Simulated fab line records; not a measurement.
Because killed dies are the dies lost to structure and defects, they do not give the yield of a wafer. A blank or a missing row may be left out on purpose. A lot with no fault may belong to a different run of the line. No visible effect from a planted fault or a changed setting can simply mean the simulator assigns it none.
Matching of chambers | flow n5_finfet | rie_diel-02 running N5_DUMMY_GATE_STRIP_41: 4 sister chambers
The step strips in O2. 4 wafers are shown with their chamber, then 10 later ones without.

## EACH WAFER AND ITS CHAMBER
wafer  | chamber | showerhead_plenum_p_Torr (Torr)
L083.5 | 3       | 2.05
L089.4 | 1       | 2.04
L092.4 | 2       | 2.11
L092.5 | 0       | 2.17

## WAFERS WITH NO CHAMBER GIVEN
wafer  | showerhead_plenum_p_Torr (Torr)
L092.6 | 2.04
L093.2 | 2.11
L093.3 | 2.17
L093.5 | 2.11
L095.1 | 2.03
L095.3 | 2.11
L095.5 | 2.17
L097.1 | 2.10
L097.3 | 2.04
L097.5 | 2.04

## WHICH CHAMBER EACH WENT THROUGH
wafer  | from the rows above | in truth
L092.6 | 1                   | 1
L093.2 | 2                   | 2
L093.3 | 0                   | 0
L093.5 | 2                   | 2
L095.1 | 1                   | 1
L095.3 | 2                   | 2
L095.5 | 0                   | 0
L097.1 | 2                   | 2
L097.3 | 1                   | 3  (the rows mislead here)
L097.5 | 1                   | 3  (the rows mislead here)
Correctly placed: 8 of 10. From these rows, 0 cannot be placed. 2 placed wrongly.
How it was worked out, from the rows above alone: a wafer's distance from a chamber is the root of the sum, over the readings, of the square of ((its reading less the chamber's mean) divided by the reading's scatter). If the next closest chamber is less than 2 further off than the closest, the wafer can't be placed; otherwise it belongs to the closest. For every chamber, the mean is computed from those of its wafers that are shown. The scatter (one wafer shown for each chamber): square how far every hidden wafer sits from the nearest shown wafer, average those squares and take the square root.
